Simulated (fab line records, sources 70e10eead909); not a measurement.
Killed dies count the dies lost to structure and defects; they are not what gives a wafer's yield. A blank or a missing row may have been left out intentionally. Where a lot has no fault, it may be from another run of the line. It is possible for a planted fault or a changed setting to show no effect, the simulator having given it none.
Which of the tools did it? ; flow nand-harc ; Sampling: 13 lots, 37 wafers, 5 of 1302 route steps

== WHAT EACH GAUGE READ, for each wafer ==
NHARC_END_SORT_01.
lot;measured;on;killed-at-array;killed-at-other;killed-at-periphery;killed-dies;killed-open;killed-short
L683;day 26 12:02;prober-01;673 19;1 0;2 3;676 22;4 2;0 5
L685;day 27 12:41;prober-02;42 667;5 4;4 5;51 676;3 7;2 6
L687;day 28 20:37;prober-02;43 49 51;0 1 2;8 7 4;51 57 57;1 5 3;1 1 2

== TOOL THAT RAN EACH LOT (tool first, then ch and the chambers of the sampled wafers, then the start) ==
lot;NHARC_A_STAIRCASE_TRIM_226;NHARC_A_STAIRCASE_ETCH_227;NHARC_A_STAIRCASE_TRIM_231;NHARC_A_STAIRCASE_ETCH_234
L677;rie-diel-12 ch 1,2, day 15 20:22 or earlier;rie-diel-12 ch 0,1,3, day 15 20:22 or earlier;rie-diel-13 ch 1,2,3, day 15 20:22 or earlier;rie-diel-13 ch 1,3, day 15 20:22
L678;rie-diel-09 ch 0,1,2, day 16 06:22 or earlier;rie-diel-09 ch 1,2,3, day 16 06:22 or earlier;rie-diel-13 ch 1,3, day 16 06:22 or earlier;rie-diel-13 ch 0,1,3, day 16 06:22
L680;rie-diel-09 ch 0,2,3, day 17 01:21 or earlier;rie-diel-09 ch 0,1,3, day 17 01:21 or earlier;rie-diel-09 ch 2,3, day 17 01:21 or earlier;rie-diel-09 ch 1,2, day 17 01:21
L681;rie-diel-13 ch 0,3, day 17 02:04 or earlier;rie-diel-13 ch 0,1, day 17 02:04 or earlier;rie-diel-13 ch 2,3, day 17 02:04 or earlier;rie-diel-13 ch 2,3, day 17 02:04
L679;rie-diel-09 ch 0,1,3, day 18 00:24 or earlier;rie-diel-09 ch 0,1,3, day 18 00:24 or earlier;rie-diel-09 ch 0,1,3, day 18 00:24 or earlier;rie-diel-09 ch 0,2,3, day 18 00:24
L683;rie-diel-13 ch 2,3, day 18 09:10 or earlier;rie-diel-13 ch 1,2, day 18 09:10 or earlier;rie-diel-09 ch 2, day 18 09:10 or earlier;rie-diel-09 ch 1,2, day 18 09:10
L685;rie-diel-09 ch 0,2, day 19 07:34 or earlier;rie-diel-09 ch 1, day 19 07:34 or earlier;rie-diel-09 ch 2,3, day 19 07:34 or earlier;rie-diel-09 ch 0,2, day 19 07:34
L687;rie-diel-12 ch 1,2, day 20 11:41 or earlier;rie-diel-12 ch 1,2, day 20 11:41 or earlier;rie-diel-13 ch 1,2,3, day 20 11:41 or earlier;rie-diel-13 ch 1,2,3, day 20 11:41
L691;rie-diel-13 ch 0,1,3, day 22 14:13 or earlier;rie-diel-13 ch 1,2, day 22 14:13 or earlier;rie-diel-09 ch 0,1, day 22 14:13 or earlier;rie-diel-09 ch 0,1, day 22 14:13
L695;rie-diel-12 ch 1,2, day 23 21:34 or earlier;rie-diel-12 ch 0,1,2, day 23 21:34 or earlier;rie-diel-09 ch 0,2,3, day 23 21:34 or earlier;rie-diel-09 ch 0,1,3, day 23 21:34
L698;rie-diel-12 ch 0,2,3, day 24 14:16 or earlier;rie-diel-12 ch 2,3, day 24 14:16 or earlier;rie-diel-12 ch 0,2,3, day 24 14:16 or earlier;rie-diel-12 ch 0,2, day 24 14:16
L696;rie-diel-12 ch 0,2,3, day 25 01:49 or earlier;rie-diel-12 ch 0,2,3, day 25 01:49 or earlier;rie-diel-13 ch 0,1,3, day 25 01:49 or earlier;rie-diel-13 ch 0,1, day 25 01:49
L700;rie-diel-12 ch 0,1,2, day 25 13:42 or earlier;rie-diel-12 ch 2,3, day 25 13:42 or earlier;rie-diel-09 ch 0,2,3, day 25 13:42 or earlier;rie-diel-09 ch 0,2,3, day 25 13:42
- NHARC_A_STAIRCASE_TRIM_226: chemistry O2, time 211.2 s.
- NHARC_A_STAIRCASE_ETCH_227: etches the open film in C4F8/O2, target depth 100 nm, time 40.5 s.
- NHARC_A_STAIRCASE_TRIM_231: chemistry O2, time 211.2 s.
- NHARC_A_STAIRCASE_ETCH_234: etches the open film in C4F8/O2, target depth 100 nm, time 40.5 s.

== WHAT THE TOOLS THEMSELVES READ (means of the sampled wafers that have a number; where no wafer has one, the mark that the record gives instead) ==
NHARC_A_STAIRCASE_TRIM_226.
lot;tool;drypump-motor-current-A (A);oes-product-au (a.u.);rf-vpp-V (V);showerhead-plenum-p-Torr (Torr);throttle-valve-pct (%)
L677;rie-diel-12;5.4;1.007;57.3;3.46;17.038
L678;rie-diel-09;5.5;0.997;57.8;3.46;17.032
L680;rie-diel-09;5.8;0.995;58.4;3.59;17.037
L681;rie-diel-13;5.5;1.003;57.3;3.56;17.037
L679;rie-diel-09;5.7;0.999;57.0;3.48;17.040
L683;rie-diel-13;5.4;1.000;56.5;3.51;17.045
L685;rie-diel-09;5.5;0.990;58.4;3.54;17.038
L687;rie-diel-12;5.3;1.006;57.2;3.44;17.036
L691;rie-diel-13;5.6;0.994;58.0;3.48;17.046
L695;rie-diel-12;5.3;0.998;58.7;3.42;17.035
L698;rie-diel-12;5.9;1.000;59.0;3.61;17.034
L696;rie-diel-12;5.9;1.000;58.2;3.61;17.039
L700;rie-diel-12;5.4;1.000;57.4;3.53;17.040

NHARC_A_STAIRCASE_ETCH_227.
lot;tool;oes-product-au (a.u.);rf-vpp-V (V)
L677;rie-diel-12;0.944;894
L678;rie-diel-09;0.941;895
L680;rie-diel-09;0.943;894
L681;rie-diel-13;0.956;893
L679;rie-diel-09;0.949;894
L683;rie-diel-13;0.948;894
L685;rie-diel-09;0.939;886
L687;rie-diel-12;0.947;893
L691;rie-diel-13;0.941;891
L695;rie-diel-12;0.950;897
L698;rie-diel-12;0.948;893
L696;rie-diel-12;0.947;899
L700;rie-diel-12;0.932;897

NHARC_A_STAIRCASE_TRIM_231.
lot;tool;drypump-motor-current-A (A);oes-product-au (a.u.);rf-vpp-V (V);showerhead-plenum-p-Torr (Torr);throttle-valve-pct (%)
L677;rie-diel-13;5.4;0.997;58.2;3.52;17.035
L678;rie-diel-13;5.1;1.006;57.8;3.55;17.036
L680;rie-diel-09;6.0;1.003;57.5;3.61;17.035
L681;rie-diel-13;5.5;1.008;56.7;3.47;17.039
L679;rie-diel-09;5.7;0.998;56.6;3.48;17.040
L683;rie-diel-09;5.8;0.998;57.9;3.58;17.041
L685;rie-diel-09;6.2;0.999;58.1;3.62;17.032
L687;rie-diel-13;5.3;1.006;57.3;3.50;17.031
L691;rie-diel-09;5.3;0.996;57.8;3.60;17.044
L695;rie-diel-09;5.8;0.994;57.7;3.56;17.032
L698;rie-diel-12;5.9;0.998;58.2;3.61;17.039
L696;rie-diel-13;5.6;0.996;57.5;3.47;17.043
L700;rie-diel-09;5.8;1.003;58.2;3.55;17.031

NHARC_A_STAIRCASE_ETCH_234.
lot;tool;oes-product-au (a.u.);rf-vpp-V (V)
L677;rie-diel-13;0.947;897
L678;rie-diel-13;0.954;895
L680;rie-diel-09;0.942;890
L681;rie-diel-13;0.948;894
L679;rie-diel-09;0.939;897
L683;rie-diel-09;1.017;891
L685;rie-diel-09;1.023;896
L687;rie-diel-13;0.954;895
L691;rie-diel-09;0.951;903
L695;rie-diel-09;0.952;900
L698;rie-diel-12;0.945;896
L696;rie-diel-13;0.939;891
L700;rie-diel-09;0.950;897

== THE ANSWER, worked out from the rows above alone ==
Rule: what is usual is taken from the lots themselves. The widest of any qualifying gaps counts: lots, ordered by their means at a reading, are off when they make up no more than a third of the lots, leave a main group of 4 or more, and stand apart from it by 3 or more times the standard deviation of that group's means. If all means in a main group match to the digits the tables above print for the reading, that group is not used. A lot without any number at a reading at which 4 lots or more have one is off too. All remaining lots with rows at the step are treated as sound. First the gauges in route order, then the tools' own readings, where a lot's mean is used as printed above. The first step at which some lot is off is used, and at that step the reading that is off furthest; a lot without a number counts as furthest.
Off: L683, L685, at NHARC_A_STAIRCASE_ETCH_234 (oes-product-au). Mean 0.947 a.u. and standard deviation 0.0053 in the main group.
A tool fits if, at that step or a process step before it, it ran every lot that is off, and no sound lot after the first of them. NHARC_A_STAIRCASE_TRIM_226: start missing for some lots; hours and lot order therefore follow NHARC_A_STAIRCASE_ETCH_234. NHARC_A_STAIRCASE_ETCH_227: start missing for some lots; hours and lot order therefore follow NHARC_A_STAIRCASE_ETCH_234. NHARC_A_STAIRCASE_TRIM_231: start missing for some lots; hours and lot order therefore follow NHARC_A_STAIRCASE_ETCH_234. None of those tried fits.

== WHAT THE SIMULATOR PUT IN ==
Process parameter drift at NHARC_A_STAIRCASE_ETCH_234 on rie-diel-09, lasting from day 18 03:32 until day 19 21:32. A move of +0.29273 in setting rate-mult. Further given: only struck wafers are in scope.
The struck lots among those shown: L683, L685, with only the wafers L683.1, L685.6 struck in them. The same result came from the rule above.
